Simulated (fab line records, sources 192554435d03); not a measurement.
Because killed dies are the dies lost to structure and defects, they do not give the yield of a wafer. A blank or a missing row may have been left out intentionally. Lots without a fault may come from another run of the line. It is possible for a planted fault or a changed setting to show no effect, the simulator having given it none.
Matching of chambers	flow n5_finfet	4 sister chambers for N5_BEOL_M14_ETCH_68 on rie_diel-01
The step etches SOC in N2/H2, time 450 s. 4 wafers are shown with their chamber, then 9 later ones without.

## WAFERS PAIRED WITH THEIR CHAMBERS
wafer	chamber	showerhead_plenum_p_Torr (Torr)
L084.5	0	2.50
L085.3	1	2.49
L086.3	3	2.44
L086.6	2	2.43

## WAFERS WITH NO CHAMBER GIVEN
wafer	showerhead_plenum_p_Torr (Torr)
L095.3	2.48
L095.4	2.43
L095.6	2.49
L096.1	2.49
L096.4	2.43
L096.5	2.48
L097.1	2.48
L097.3	2.43
L097.5	2.43

## WHICH CHAMBER EACH ONE RAN IN
wafer	from the rows above	in truth
L095.3	can't be placed: 1 or 0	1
L095.4	can't be placed: 2 or 3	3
L095.6	can't be placed: 1 or 0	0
L096.1	can't be placed: 1 or 0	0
L096.4	can't be placed: 2 or 3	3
L096.5	can't be placed: 1 or 0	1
L097.1	can't be placed: 1 or 0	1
L097.3	can't be placed: 2 or 3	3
L097.5	can't be placed: 2 or 3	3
0 of 9 placed correctly. Unplaceable from these rows: 9, with the true chamber sitting among the candidates in 9. Number placed wrongly: 0.
How it was worked out, from the rows above alone: a wafer's distance from a chamber is the root of the sum, over the readings, of the square of ((its reading less the chamber's mean) divided by the reading's scatter). The wafer belongs to the nearest chamber; if the next one is less than 2 further off, it can't be placed. The mean given for a chamber averages the wafers shown for that chamber. The scatter: with one shown wafer a chamber, the root of the mean of the squares of how far each hidden wafer lies from its nearest shown one.
